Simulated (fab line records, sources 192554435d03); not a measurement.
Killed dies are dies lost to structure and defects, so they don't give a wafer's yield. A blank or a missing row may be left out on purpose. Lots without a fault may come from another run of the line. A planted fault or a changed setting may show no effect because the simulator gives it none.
fab line records | flow n5_finfet
record lots=3 wafers=9 last_day=18
route steps=1938 shown BEOL_M11@1566 BEOL_M12@1602 PASSIVATION@1936
lots that met no fault: from a run of the same line without faults
start_h: hours from the record's first day to the start of the lot's first wafer shown | wait_h: hours since the lot's step before | " the same as in the row above | L1.1+2: a row that stands for several wafers | - no value, or no start given | * or withheld: withheld | < > ~ a bound
route shown NAME@n: a module of which the file shows steps, and the number in the route of the first | usual: mean/standard deviation of fault-free wafers | same: alike in all rows | chamber/n: place in a boat | sites: the reading at each site | _std_site: their standard deviation | _edge_site: outer sites' mean less inner sites' | radius_mm: how far each site lies from the wafer's centre | mask NAME#n: copy n | behind: the tool/chamber that last shaped the wafer | hold: why the lot was held/for how many hours/how that ended | device: the transistor (n, p or np) that didn't switch | end of line: the same wafers' tests at the end of the route | a step without rows: its recipe alone | killed: dies lost to structure and defects at the first sort, not the wafer's yield | map: a wafer's dies, x killed, . not, _ none there
set.NAME: the setting as run; set.NAME@STEP: as run at that earlier step | model.NAME: the simulator's own value behind a step, which no gauge read
lots at some steps of the route; a table a step, a row a wafer
services: from which hour (start_h, from the record's first day; less than 0 if before it) a tool's chamber was out of use, for how many hours, and why
## steps
# step N5_BEOL_M11_PEB_26
# recipe peb_temp_c=withheld peb_time_s=60 resist=CAR-ArF
# step N5_BEOL_M11_DEVELOP_27
# recipe develop_time_s=30 developer=TMAH resist=CAR-ArF rinse_liquid=diw dry=air_spin dev_temp_c=23
# step N5_BEOL_M11_DESCUM_33
# recipe chemistry=O2 time_s=7.9 source_power_w=50 bias_power_w=20 pressure_mtorr=20 rf_frequency_hz=2.712e+07 temp_c=40 resist=CAR-ArF o2_flow_sccm=225
# step N5_BEOL_M11_ETCH_65
# recipe chemistry=CF4 target=SiARC target_depth_a=390 mask_material=CAR-ArF time_s=65 ion_energy_ev=80 pressure_mtorr=40 source_w=545 bias_w=36 Ar_flow_sccm=100 cf4_flow_sccm=100 ends=cleared
# step N5_BEOL_M11_ETCH_66
# recipe chemistry=N2/H2 target=SOC target_depth_a=1200 overetch_a=240 mask_material=SiARC temp_c=40 time_s=180 ion_energy_ev=200 pressure_mtorr=30 source_w=840 bias_w=150 n2_flow_sccm=200 h2_flow_sccm=200
# step N5_BEOL_M11_STRIP_69
# recipe chemistry=N2/H2 temp_c=40 n2_flow_sccm=200 h2_flow_sccm=200 rf_frequency_hz=6e+07
# step N5_BEOL_M11_VIA_ETCH_34
# recipe chemistry=C4F6/O2 target=SiCOH_lowk target_depth_a=1845 mask_material=SOC taper_deg=4 time_s=69.2 ion_energy_ev=250 pressure_mtorr=30 source_w=345 bias_w=185 Ar_flow_sccm=300 C4F6_flow_sccm=10 O2_flow_sccm=10
# step N5_BEOL_M11_STRIP_73
# recipe chemistry=C4F6/O2 resist=SiARC rf_frequency_hz=6e+07
# step N5_BEOL_M11_STRIP_36
# recipe chemistry=N2/H2 power_w=450 temp_c=40 pressure_mtorr=20 rf_frequency_hz=6e+07 overash_fraction=0.3 bias_power_w=7 h2_frac=0.5 n2_flow_sccm=200 h2_flow_sccm=200
# step N5_BEOL_M11_TRENCH_ETCH_37
# recipe chemistry=C4F6/O2 target_depth_a=1488.3 target=SiCOH_lowk time_s=48 ion_energy_ev=250 pressure_mtorr=30 source_w=345 bias_w=185 Ar_flow_sccm=300 C4F6_flow_sccm=10 O2_flow_sccm=10
# usual drypump_motor_current_A=5.7/0.45 oes_product_au=0.83/0.088 rf_vpp_V=663/16 showerhead_plenum_p_Torr=2.86/0.092 throttle_valve_pct=20.90/0.28
# same time_s=48
# columns lot.wafer tool chamber start_h wait_h drypump_motor_current_A oes_product_au rf_hours_counter_h rf_vpp_V showerhead_plenum_p_Torr throttle_valve_pct
L152.1 rie_diel-01 2 228.98 - 5.5 0.70 227 659 2.95 21.26
L152.3 " 1 " " 5.2 0.68 229 655 2.96 21.30
L152.5 " 2 " " 5.5 0.71 - 658 2.95 21.28
L157.1 rie_diel-02 3 314.02 - 6.3 0.75 153 670 2.61 20.96
L157.5 " 2 " " 5.7 0.87 - 659 3.01 21.01
L157.6 " 1 " " 5.8 0.72 - 656 2.84 20.94
L155.2 rie_diel-01 2 381.08 - 5.5 0.94 17 658 2.93 21.08
L155.3 " 1 " " 5.2 0.92 25 654 2.94 20.97
L155.6 " 0 " " 5.9 0.83 - 650 2.77 20.98
# step N5_BEOL_M11_ETCH_41
# recipe chemistry=CH3F/O2 target=SiCN target_depth_a=426 taper_deg=2 time_s=86 ion_energy_ev=120 mask_material=TiN pressure_mtorr=30 source_w=395 bias_w=75 Ar_flow_sccm=150 CH3F_flow_sccm=30 O2_flow_sccm=20
# step N5_BEOL_M11_STRIP_77
# recipe chemistry=N2/H2 time_s=10 power_w=450 temp_c=40 pressure_mtorr=20 rf_frequency_hz=6e+07 bias_power_w=7 n2_flow_sccm=200 h2_flow_sccm=200
# step N5_BEOL_M11_HM_STRIP_39
# recipe chemistry=peroxide_tin_strip material=TiN target_depth_a=250 temp_c=50 time_s=158
# step N5_BEOL_M11_SRD_40
# recipe time_s=30 temp_c=23 rinse_liquid=diw dry=ipa_marangoni
# step N5_BEOL_M11_PRECLEAN_42
# recipe chemistry=residue_remover time_s=60 temp_c=40
# step N5_BEOL_M11_SRD_43
# recipe time_s=30 temp_c=23 rinse_liquid=diw dry=ipa_marangoni
# step N5_BEOL_M11_CURE_72
# recipe temp_c=370 time_s=120 ambient=DMADMS/He material=SiCOH_lowk
# step N5_BEOL_M11_DEGAS_44
# recipe ambient=vacuum temp_c=250 time_s=60
# step N5_BEOL_M11_PRE_CLEAN_45
# recipe gas=H2/He time_s=30 temp_c=250
# step N5_BEOL_M11_ALD_74
# recipe material=TaN target_thk_a=20 temp_c=275 ald_precursor_family=PDMAT ald_co_reactant=NH3 pressure_torr=3 carrier_flow_sccm=1500 pulse_time_s=2 purge_time_s=3 co_reactant_purge_time_s=2 co_reactant_pulse_time_s=3 ald_cycles=40 precursor_vessel_temp_c=75 precursor_vessel_pressure_torr=26.25 precursor_vessel_carrier_sccm=1000
# step N5_BEOL_M11_SURFACE_TREAT_76
# recipe gas=Ar time_s=* ion_energy_ev=* ion_current_ma_cm2=0.5 pressure_mtorr=* ar_flow_sccm=30
# step N5_BEOL_M11_CVD_75
# recipe material=Co target_thk_a=20 temp_c=withheld precursor=CCTBA/H2 pressure_torr=30 time_s=138.9
# step N5_BEOL_M11_SPUTTER_48
# recipe material=Cu target_thk_a=120 temp_c=-20 bias_v=60 power_w=26000 chamber_pressure_pa=0.13 time_s=2
# step N5_BEOL_M11_ECD_50
# recipe material=Cu target_thk_a=3180
# step N5_BEOL_M11_ANNEAL_51
# recipe temp_c=225 time_s=90 ambient=N2
# step N5_BEOL_M11_CMP_52
# recipe stop_on=SiCOH_lowk t_overpolish_s=7 down_force_psi=1 platen_rpm=50 clearing_platen_down_force_psi=1.5 clearing_platen_rpm=50 post_cmp_clean=cu_alkaline target_thk_nm=140 clearing_platen_pad_velocity_m_s=0.99484 pad_velocity_m_s=0.99484
# step N5_BEOL_M11_PRE_CLEAN_55
# recipe gas=NH3 time_s=15 temp_c=withheld rf_power_w=300
# step N5_BEOL_M11_DEP_56
# recipe material=SiCN target_thk_a=300 temp_c=withheld precursor=3MS/NH3 pressure_torr=3 rf_w=675 time_s=10.5
# step N5_BEOL_M12_ILD_DEP_00
# recipe material=SiOC target_thk_a=6589.2 temp_c=350 precursor=DEMS/O2 pressure_torr=5 rf_w=500 time_s=130.7
# step N5_BEOL_M12_COAT_58
# recipe resist=BARC temp_c=205 time_s=60 spin_rpm=1500 resist_thk_nm=89
# step N5_BEOL_M12_COAT_04
# recipe spin_rpm=1625 resist_thk_nm=400
# step N5_BEOL_M12_EBR_06
# recipe solvent=PGMEA ebr_width_mm=1.5
# step N5_BEOL_M12_SOFTBAKE_05
# recipe temp_c=130 time_s=60
# step N5_PASSIVATION_PROBE_49
# usual defect_limited_yield=91.2/1.4 killed_at_M0_to_M3=33/9.5 killed_at_M4_up=13/4.7 killed_at_contacts=11/5.3 killed_at_front_end=42/12 killed_at_other=5/3.3 killed_dies=104/17 killed_open=67/12 killed_short=33/7.7 sort_bin_4_leakage=0.01/0.058 sort_bin_5_function=5.1/0.94 sort_bin_6_memory=3.3/0.67 sort_n_pass=1074/24 sort_yield_pct=91.1/2
# same gross_dies=1180 killed_at_back_side=0 sort_bin_8_speed[%]=0
# columns lot.wafer tool chamber start_h wait_h defect_limited_yield[%] killed_at_M0_to_M3 killed_at_M4_up killed_at_contacts killed_at_front_end killed_at_other killed_dies killed_open killed_short sort_bin_4_leakage[%] sort_bin_5_function[%] sort_bin_6_memory[%] sort_n_pass sort_yield_pct[%]
L152.1 prober-01 - 275.80 0.0 92.5 43 5 6 28 7 89 60 27 0 3.7 3.5 1091 92.5
L152.3 prober-01 - 275.90 0.1 92.3 40 9 8 28 6 91 53 35 0 4.7 2.6 1089 92.3
L152.5 prober-01 - 276.00 0.2 90.9 40 10 13 39 5 107 72 31 0 5.4 3.4 1073 90.9
L155.3 prober-01 - 423.86 0.1 82.5 51 117 11 25 3 207 62 31 0 10.5 4.6 973 82.5
# killed by level:class
L152.1 BEOL_M0_SAQP:geometric_particle:open=9 BEOL_M0_SAQP:geometric_particle:short=9 BEOL_M2:geometric_particle:open=9 BEOL_M3:geometric_particle:open=8 STI_FIN_REVEAL:geometric_particle:open=7 FIN_SAQP:geometric_particle:open=5 MOL_CONTACT_COAG:geometric_particle:open=4 DUMMY_GATE:geometric_particle:open=3
L152.3 BEOL_M0_SAQP:geometric_particle:short=13 BEOL_M0_SAQP:geometric_particle:open=9 STI_FIN_REVEAL:geometric_particle:open=8 FIN_SAQP:geometric_particle:short=7 MOL_CONTACT_COAG:geometric_particle:open=7 FIN_SAQP:geometric_particle:open=5 BEOL_M3:geometric_particle:open=5 BEOL_M0:geometric_particle:open=3
L152.5 BEOL_M3:geometric_particle:open=14 MOL_CONTACT_COAG:geometric_particle:open=11 BEOL_M2:geometric_particle:open=11 FIN_SAQP:geometric_particle:open=7 FIN_SAQP:geometric_particle:short=6 STI_FIN_REVEAL:geometric_particle:short=5 STI_FIN_REVEAL:geometric_particle:open=4 DUMMY_GATE:geometric_particle:open=4
L155.3 BEOL_M11:unspecified=105 BEOL_M2:geometric_particle:open=15 BEOL_M1:geometric_particle:open=10 MOL_CONTACT_COAG:geometric_particle:open=8 BEOL_M0_SAQP:geometric_particle:short=8 HKMG_FIN:area_etch=8 BEOL_M0_SAQP:geometric_particle:open=6 BEOL_M3:geometric_particle:open=5
# map L155.3 (x killed, . not)
_________________............________________
______________...........x.....x_____________
___________x......xx......x.x....x.__________
__________........................x._________
________x............x.x.........x...._______
_______.......x.x..x......x............______
______....x.x...............x..........._____
_____....xxxx...x.x...xx.x.....x.........____
____xx.x.xxxxxxxx..x.............x...x....___
___xx.xxxxxxxxxx.xx........x...x.......x...__
___..x.xxxxxxxxx....x....x.x.........x....x__
__..xxxxxxxxxxxxx...x....................x.._
__x.x.xx.xxxxxxx....................x.....x._
_....x.xxxxxxxx.xx......x....x.........x.....
_..xxxx.xxxxxxxxx...............x............
_.......xxxxxxx.xx.....x.....x.....x...x..xx.
_x.x..x..xx.xxx......x..........x............
_..........xxxx...x...........xx.x...........
_..........x.x..x.........x..................
_......................x.....................
_..x......x.......x..........................
__x..x......................................_
__....x....................................._
___..........x............x.........x......__
___...........x....x...................xx..__
____......x.........x.........x...........___
_____..............x.................x...____
______...............x.x....xx.........._____
_______...........x.x..........x.....x.______
________.....x.....x...........x.....x_______
__________........................x._________
___________....x.........x.x..x....__________
______________.................x_____________
_________________.....x......________________
# map L152.5 (x killed, . not)
_________________........x...________________
______________.................._____________
___________................x.......__________
__________.......................x.._________
________...x..x.....xx.........x......_______
_______.......................x........______
______.....x....x.................x....._____
_____.........x.....................xx...____
____x.....x...x..........x...x.........x..___
___.x..........x......x....................__
___x..x.......x.........x.....x............__
__...x.x...x............................x..._
__.....xx.......................x...x...x..._
_........x...x.x......x.x..............x...x.
_..x...................x...............x....x
_....................x.......................
_x..........................x................
_.....x...........x.x.....x.xx.............x.
_.....x.........................x.....x...x..
_...............x.x.......x.........x........
_...........x.............x..........x...x...
__.................x.x.x..x........x..x....._
__x..........x............x..............x.x_
___...........................x...x........__
___.........................x.....x....x...__
____.x........x......x..........x.........___
_____........x.................xx.x......____
______..................x.....x........._____
_______x.......x.......x.........x.....______
________...x......x..................._______
__________.........................._________
___________........................__________
______________...x....x.......x._____________
_________________........x...________________
## services
# columns tool chamber start_h hours kind
rie_diel-01 0 211.47 - clean
rie_diel-01 0 211.47 - consumable_replace:focus_ring
rie_diel-01 0 211.47 18.4 scheduled_down
rie_diel-01 0 211.47 18.4 vent_cycle
rie_diel-01 2 218.89 6.3 repair
rie_diel-01 3 282.73 4.1 repair
rie_diel-01 1 286.82 - clean
rie_diel-01 1 286.82 - consumable_replace:focus_ring
rie_diel-01 1 286.82 26.8 scheduled_down
rie_diel-01 1 286.82 26.8 vent_cycle
rie_diel-01 0 304.06 1.6 repair
rie_diel-01 2 313.81 - clean
rie_diel-01 2 313.81 - consumable_replace:focus_ring
rie_diel-01 2 313.81 15.4 scheduled_down
rie_diel-01 2 313.81 15.4 vent_cycle
## key
first_sign step=N5_PASSIVATION_PROBE_49 reading=killed_at_M4_up direction=up sigmas=22 usual=13 struck=117
effect step=N5_PASSIVATION_PROBE_49 reading=defect_limited_yield direction=down sigmas=6.2 usual=91.2 struck=82.5
more_kills_born_at N5_BEOL_M11_TRENCH_ETCH_37@rie_diel-01=105
met_at N5_BEOL_M11_TRENCH_ETCH_37
struck_wafers L155.3
onset_between 228.98 381.08
fault kind=chamber_particle_source tool=rie_diel-01 chamber=1 onset_h=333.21 steps=N5_BEOL_M11_TRENCH_ETCH_37 rate_per_visit_cm2=0.44196 end_h=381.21
